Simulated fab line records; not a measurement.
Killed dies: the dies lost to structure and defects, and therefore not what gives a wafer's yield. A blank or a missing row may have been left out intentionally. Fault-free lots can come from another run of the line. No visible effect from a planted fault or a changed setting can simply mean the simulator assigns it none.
Split-lot trial || flow n5Finfet || 7 lots, 21 wafers read, on a route of 1938 steps

## THE SPLIT
At N5_HKMG_FIN_HK_ALD_01 (deposits HfO2, target thk 1.6 nm, pulse time 3 s, purge time 3 s), the setting aldCycles was moved away from the recipe's 30 on 7 of the 21 wafers read, by -16.7% to +10.0%. All remaining wafers had this setting at the recipe value.

## FROM THE SPLIT TO THE READING: what the file shows between them, 4 steps
- N5_HKMG_FIN_HK_ANNEAL_02: time 30 s
- N5_HKMG_FIN_ALD_74: deposits La2O3, target thk 0.5 nm, pulse time 6 s, co reactant pulse time 1 s
- N5_HKMG_FIN_WET_ETCH_82: etches La2O3 in dHCl, stops on HfO2, target depth 2 nm, rinse time 30 s
- N5_HKMG_FIN_ALD_36: deposits TiN, target thk 1 nm, pulse time 1 s, purge time 3 s

## THE READING
HK_THK, in nm, at N5_HKMG_FIN_THK_MEAS_70 (measures by xrf). Fault-free wafers of this fab line usually give 1.590 nm, standard deviation 0.02 nm.

{"wafer": "L075.4", "tool, chamber at the split": "aldHk-03, 0,3,0", "aldCycles as run": 33, "against the recipe": "+10.0%", "HK_THK, nm": 1.756, "against lot-mates on the recipe": "no lot-mate on the recipe"}
{"wafer": "L075.5", "tool, chamber at the split": "aldHk-03, 0,3,0", "aldCycles as run": 33, "against the recipe": "+10.0%", "HK_THK, nm": 1.749, "against lot-mates on the recipe": "no lot-mate on the recipe"}
{"wafer": "L075.6", "tool, chamber at the split": "aldHk-03, 0,3,0", "aldCycles as run": 33, "against the recipe": "+10.0%", "HK_THK, nm": 1.739, "against lot-mates on the recipe": "no lot-mate on the recipe"}
{"wafer": "L076.2", "tool, chamber at the split": "aldHk-03, 3,2,0", "aldCycles as run": 30, "against the recipe": "recipe", "HK_THK, nm": 1.614, "against lot-mates on the recipe": "-"}
{"wafer": "L076.3", "tool, chamber at the split": "aldHk-03, 3,2,0", "aldCycles as run": 30, "against the recipe": "recipe", "HK_THK, nm": 1.606, "against lot-mates on the recipe": "-"}
{"wafer": "L076.5", "tool, chamber at the split": "aldHk-03, 3,2,0", "aldCycles as run": 30, "against the recipe": "recipe", "HK_THK, nm": 1.600, "against lot-mates on the recipe": "-"}
{"wafer": "L077.2", "tool, chamber at the split": "aldHk-03, 2,1,2", "aldCycles as run": 30, "against the recipe": "recipe", "HK_THK, nm": 1.621, "against lot-mates on the recipe": "-"}
{"wafer": "L077.3", "tool, chamber at the split": "aldHk-03, 2,1,2", "aldCycles as run": 30, "against the recipe": "recipe", "HK_THK, nm": 1.595, "against lot-mates on the recipe": "-"}
{"wafer": "L077.6", "tool, chamber at the split": "aldHk-03, 2,1,2", "aldCycles as run": 30, "against the recipe": "recipe", "HK_THK, nm": 1.598, "against lot-mates on the recipe": "-"}
{"wafer": "L080.2", "tool, chamber at the split": "aldHk-02, 0,3,1", "aldCycles as run": 30, "against the recipe": "recipe", "HK_THK, nm": 1.578, "against lot-mates on the recipe": "-"}
{"wafer": "L080.3", "tool, chamber at the split": "aldHk-02, 0,3,1", "aldCycles as run": 30, "against the recipe": "recipe", "HK_THK, nm": 1.566, "against lot-mates on the recipe": "-"}
{"wafer": "L080.5", "tool, chamber at the split": "aldHk-02, 0,3,1", "aldCycles as run": 30, "against the recipe": "recipe", "HK_THK, nm": 1.571, "against lot-mates on the recipe": "-"}
{"wafer": "L087.1", "tool, chamber at the split": "aldHk-01, 2,1", "aldCycles as run": 30, "against the recipe": "recipe", "HK_THK, nm": 1.602, "against lot-mates on the recipe": "-"}
{"wafer": "L087.3", "tool, chamber at the split": "aldHk-01, 2,1", "aldCycles as run": 30, "against the recipe": "recipe", "HK_THK, nm": 1.597, "against lot-mates on the recipe": "-"}
{"wafer": "L087.4", "tool, chamber at the split": "aldHk-01, 0", "aldCycles as run": 25, "against the recipe": "-16.7%", "HK_THK, nm": 1.324, "against lot-mates on the recipe": -0.275}
{"wafer": "L092.4", "tool, chamber at the split": "aldHk-02, 0,2", "aldCycles as run": 30, "against the recipe": "recipe", "HK_THK, nm": 1.558, "against lot-mates on the recipe": "-"}
{"wafer": "L092.5", "tool, chamber at the split": "aldHk-02, 0,2", "aldCycles as run": 30, "against the recipe": "recipe", "HK_THK, nm": 1.606, "against lot-mates on the recipe": "-"}
{"wafer": "L092.6", "tool, chamber at the split": "aldHk-02, 3", "aldCycles as run": 25, "against the recipe": "-16.7%", "HK_THK, nm": 1.309, "against lot-mates on the recipe": -0.273}
{"wafer": "L097.1", "tool, chamber at the split": "aldHk-01, 0", "aldCycles as run": 30, "against the recipe": "recipe", "HK_THK, nm": 1.576, "against lot-mates on the recipe": "-"}
{"wafer": "L097.4", "tool, chamber at the split": "aldHk-01, 1", "aldCycles as run": 32, "against the recipe": "+6.7%", "HK_THK, nm": 1.696, "against lot-mates on the recipe": "+0.120"}
{"wafer": "L097.6", "tool, chamber at the split": "aldHk-01, 1", "aldCycles as run": 32, "against the recipe": "+6.7%", "HK_THK, nm": 1.686, "against lot-mates on the recipe": "+0.110"}
Where a row lists several chambers, the file gives one row for several wafers and doesn't say which wafer went through which chamber.

FIT RESULTS
A straight line over all 21 wafers: HK_THK changes by +0.0161 nm for each +1% of aldCycles; r = +0.99; the points scatter about the line by 0.017 nm.
The same after taking each lot's own level away (the mean of its wafers on the recipe; 18 wafers): +0.0166 nm for each +1%; r = +0.99; scatter 0.011 nm.
Per that fit: largest aldCycles move, reading shift of 0.28 nm.
Across the lots, their own levels run from 1.5717 to 1.6067 nm, a range of 1.8 times the standard deviation given above.
The two slopes are in agreement: the lot-to-lot level therefore moves the slope only a little.
Check: for one of the wafers moved furthest among these (-16.7%), held out of the fit, the line's prediction against its lot-mates is -0.276 nm. Against them it came out at -0.275 nm.

## THE OTHER SPLITS THESE WAFERS WENT THROUGH
These wafers also went through other splits before the reading. Each is held against what the fit with the lots' levels taken away leaves over:
{"other split on the same wafers": "N5_SD_EPI_P_EPI_21 tempC", "wafers away from the commonest value": 7, "r with HK_THK (lot level and that fit taken away)": "+0.09"}

## FILE'S OWN FIT
HK_THK changes by +0.0165 nm for each +1% of aldCycles, r = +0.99.
